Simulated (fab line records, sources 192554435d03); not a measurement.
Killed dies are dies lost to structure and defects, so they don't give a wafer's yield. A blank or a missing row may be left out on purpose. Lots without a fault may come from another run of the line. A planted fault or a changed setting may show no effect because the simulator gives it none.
Split-lot experiment | flow n5_finfet | 7 lots, 21 wafers read, on a route of 1938 steps

THE SPLIT
At N5_SDB_ALD_29 (deposits SiNx, target thk 30 nm, pulse time 1 s, ald cycles 600), the setting ald_cycles was moved away from the recipe's 600 on 4 of the 21 wafers read, by -6.7% to +12.3%. The other wafers ran this setting at the recipe's value.

The reading is taken at the split's own step.

THE READING
SiNx_of_SDB_ALD_29.thk_nm (the simulator's own value, which no gauge read), in nm, at N5_SDB_ALD_29 (deposits SiNx, target thk 30 nm, pulse time 1 s, ald cycles 600). The file gives no usual value for it. The 17 wafers here that ran the recipe average 30.1 nm, standard deviation 0.17 nm.

wafer  | tool, chamber at the split | ald_cycles as run | against the recipe | SiNx_of_SDB_ALD_29.thk_nm, nm | against lot-mates on the recipe
L075.1 | ald_sin-03, 2              | 600               | recipe             | 30.2                          | -
L075.2 | ald_sin-03, 0              | 600               | recipe             | 30                            | -
L075.3 | ald_sin-03, 3              | 600               | recipe             | 29.8                          | -
L076.4 | ald_sin-04, 2,1,2          | 600               | recipe             | 30                            | -
L076.5 | ald_sin-04, 2,1,2          | 600               | recipe             | 30                            | -
L076.6 | ald_sin-04, 2,1,2          | 600               | recipe             | 30                            | -
L077.1 | ald_sin-04, 1              | 674               | +12.3%             | 33.8                          | +3.8
L077.3 | ald_sin-04, 3,2            | 600               | recipe             | 30                            | -
L077.6 | ald_sin-04, 3,2            | 600               | recipe             | 30                            | -
L080.1 | ald_sin-01, 3              | 600               | recipe             | 30                            | -
L080.2 | ald_sin-01, 1              | 666               | +11.0%             | 33.4                          | +3.3
L080.5 | ald_sin-01, 3              | 600               | recipe             | 30.2                          | -
L082.3 | ald_sin-01, 2              | 560               | -6.7%              | 28                            | -2.2
L082.4 | ald_sin-01, 0              | 600               | recipe             | 30.2                          | -
L082.6 | ald_sin-01, 0              | 560               | -6.7%              | 28.2                          | -2.0
L087.1 | ald_sin-04, 3,2            | 600               | recipe             | 30                            | -
L087.5 | ald_sin-04, 3,2            | 600               | recipe             | 30                            | -
L087.4 | ald_sin-04, 0              | 600               | recipe             | 29.8                          | -
L095.1 | ald_sin-03, 3,2            | 600               | recipe             | 30.4                          | -
L095.3 | ald_sin-03, 3,2            | 600               | recipe             | 30.4                          | -
L095.6 | ald_sin-03, 3              | 600               | recipe             | 30.2                          | -
Where a row lists several chambers, the file gives one row for several wafers and doesn't say which wafer went through which chamber.

THE FIT
A straight line over all 21 wafers: SiNx_of_SDB_ALD_29.thk_nm changes by +0.301 nm for each +1% of ald_cycles; r = +0.99; the points scatter about the line by 0.16 nm.
The same after taking each lot's own level away (the mean of its wafers on the recipe; 21 wafers): +0.307 nm for each +1%; r = +1.00; scatter 0.098 nm.
On that fit, the largest move of ald_cycles shifts the reading by 3.8 nm.
The lots' own levels span 29.93 to 30.33 nm, that is 2.4 times the standard deviation above.
So the lot-to-lot level changes the slope little: the two slopes agree.
Check: with one of the wafers moved furthest among these (+12.3%) left out of the fit, the line predicts +3.77 nm for it against its lot-mates. It came out at +3.8 nm against them.

OTHER SPLITS ON THESE WAFERS
These wafers also went through other splits before the reading. Each is held against what the fit with the lots' levels taken away leaves over:
other split on the same wafers     | wafers away from the commonest value | r with SiNx_of_SDB_ALD_29.thk_nm (lot level and that fit taken away)
N5_FIN_SAQP_ALD_61 temp_c          | 9                                    | +0.08
N5_FIN_SAQP_HM_DEP_03 time_s       | 3                                    | -0.08
N5_FIN_SAQP_DESCUM_21 time_s       | 11                                   | -0.15
N5_FIN_SAQP_ETCH_52 source_w       | 6                                    | -0.16
N5_SD_EPI_N_ETCH_45 target_depth_a | 7                                    | +0.30
N5_SD_EPI_N_EPI_21 time_s          | 7                                    | -0.07
N5_SDB_COAT_03 spin_rpm            | 9                                    | +0.00
N5_SDB_ETCH_18 time_s              | 7                                    | -0.35

THE FILE'S OWN FIT
SiNx_of_SDB_ALD_29.thk_nm changes by +0.306 nm for each +1% of ald_cycles, r = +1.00.
